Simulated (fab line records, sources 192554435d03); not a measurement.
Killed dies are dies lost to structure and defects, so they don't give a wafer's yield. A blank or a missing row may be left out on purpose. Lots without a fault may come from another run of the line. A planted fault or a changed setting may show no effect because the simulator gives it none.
Chamber matching | flow n5_finfet | N5_BEOL_M5_ETCH_62 on rie_diel-01: 4 sister chambers
The step etches SOC in N2/H2, target depth 75 nm, overetch 15 nm, time 112.5 s. 4 wafers are shown with their chamber, then 10 later ones without.

WAFERS WITH THEIR CHAMBER
wafer  | chamber | showerhead_plenum_p_Torr (Torr)
L078.1 | 1       | 2.64
L084.1 | 2       | 2.43
L087.1 | 0       | 2.68
L087.4 | 3       | 2.62

WAFERS WITHOUT THEIR CHAMBER
wafer  | showerhead_plenum_p_Torr (Torr)
L087.5 | 2.43
L088.1 | 2.64
L088.3 | 2.62
L088.4 | 2.43
L093.1 | 2.42
L093.3 | 2.62
L093.6 | 2.62
L096.1 | 2.61
L096.3 | 2.67
L096.5 | 2.42

WHICH CHAMBER EACH WENT THROUGH
wafer  | from the rows above | in truth
L087.5 | 2                   | 2
L088.1 | 1                   | 1
L088.3 | 3                   | 3
L088.4 | 2                   | 2
L093.1 | 2                   | 2
L093.3 | 3                   | 3
L093.6 | 3                   | 3
L096.1 | 3                   | 3
L096.3 | 0                   | 0
L096.5 | 2                   | 2
Placed correctly: 10 of 10. Can't be placed from these rows: 0. Placed wrongly: 0.
How it was worked out, from the rows above alone: a wafer's distance from a chamber is the root of the sum, over the readings, of the square of ((its reading less the chamber's mean) divided by the reading's scatter). The wafer belongs to the nearest chamber; if the next one is less than 2 further off, it can't be placed. A chamber's mean is the mean of its shown wafers. The scatter: with one shown wafer a chamber, the root of the mean of the squares of how far each hidden wafer lies from its nearest shown one.
